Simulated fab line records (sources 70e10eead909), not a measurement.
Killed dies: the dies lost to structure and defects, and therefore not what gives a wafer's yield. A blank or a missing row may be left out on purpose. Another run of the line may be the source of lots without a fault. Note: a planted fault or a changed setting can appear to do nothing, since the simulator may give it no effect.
Chamber matching ; flow nand_harc ; NHARC_A_CONTACT_ETCH_90 on rie_diel-06: 4 sister chambers
The step etches the open film in CH3F/O2, target depth 40 nm, time 85.7 s. 22 wafers are shown with their chamber, then 11 later ones without.

WAFERS WITH THEIR CHAMBER
wafer;chamber;drypump_motor_current_A (A);rf_vpp_V (V);throttle_valve_pct (%)
L076.2;1;5.1;243.2;20.664
L076.5;2;6.2;244.5;20.663
L076.6;1;5.1;244.7;20.663
L077.2;0;6.4;244.4;20.678
L077.3;2;6.3;244.7;20.643
L077.5;3;5.4;243.7;20.665
L078.3;1;5.0;244.4;20.655
L078.4;2;6.3;246.0;20.669
L078.6;1;5.0;243.5;20.681
L080.1;0;6.4;247.1;20.666
L080.3;3;5.3;244.1;20.674
L080.6;1;5.1;244.2;20.655
L086.1;1;5.1;244.2;20.675
L086.3;2;6.3;245.9;20.660
L086.6;2;6.3;245.7;20.664
L085.1;2;6.2;245.3;20.670
L085.4;1;5.1;243.3;20.676
L085.6;3;5.3;245.1;20.656
L087.2;1;5.1;244.5;20.652
L087.4;3;5.4;243.5;20.662
L087.5;1;5.1;243.0;20.661
L089.1;1;5.1;244.2;20.659

SIGNATURES, as means of the wafers listed above
reading;chamber 0;chamber 1;chamber 2;chamber 3;scatter within a chamber
drypump_motor_current_A;6.400;5.080;6.267;5.350;0.0467
rf_vpp_V;245.750;243.920;245.350;244.100;0.764
throttle_valve_pct;20.67200;20.66410;20.66150;20.66425;0.00948
Rule: a wafer lies at a distance from a chamber equal to the root of the sum of squares, over the readings, of (its reading less the chamber's mean, divided by the reading's scatter). The wafer belongs to the nearest chamber; if the next one is less than 2 further off, it can't be placed. The scatter: the root of (the sum of the squares of (reading less its chamber's mean) over the shown wafers, divided by (wafers less chambers)).

WAFERS WHOSE CHAMBER IS MISSING
wafer;drypump_motor_current_A (A);rf_vpp_V (V);throttle_valve_pct (%)
L089.3;6.4;245.5;20.666
L089.5;6.3;244.5;20.668
L088.3;6.3;244.4;20.660
L088.4;5.0;243.4;20.669
L088.5;5.0;244.2;20.663
L090.1;5.3;243.8;20.678
L090.4;6.3;245.3;20.655
L090.5;5.0;243.0;20.670
L097.3;5.1;241.4;20.663
L097.4;6.4;244.7;20.666
L097.6;5.3;243.5;20.661

THE CHAMBER EACH PASSED THROUGH
wafer;from the rows above;in truth
L089.3;0;0
L089.5;can't be placed: 2 or 0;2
L088.3;can't be placed: 2 or 0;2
L088.4;1;1
L088.5;1;1
L090.1;3;3
L090.4;can't be placed: 2 or 0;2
L090.5;1;1
L097.3;1;1
L097.4;can't be placed: 0 or 2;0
L097.6;3;3
Placed correctly: 7 of 11. Not placeable from these rows: 4 (in 4, the candidates include the true chamber). 0 placed wrongly.
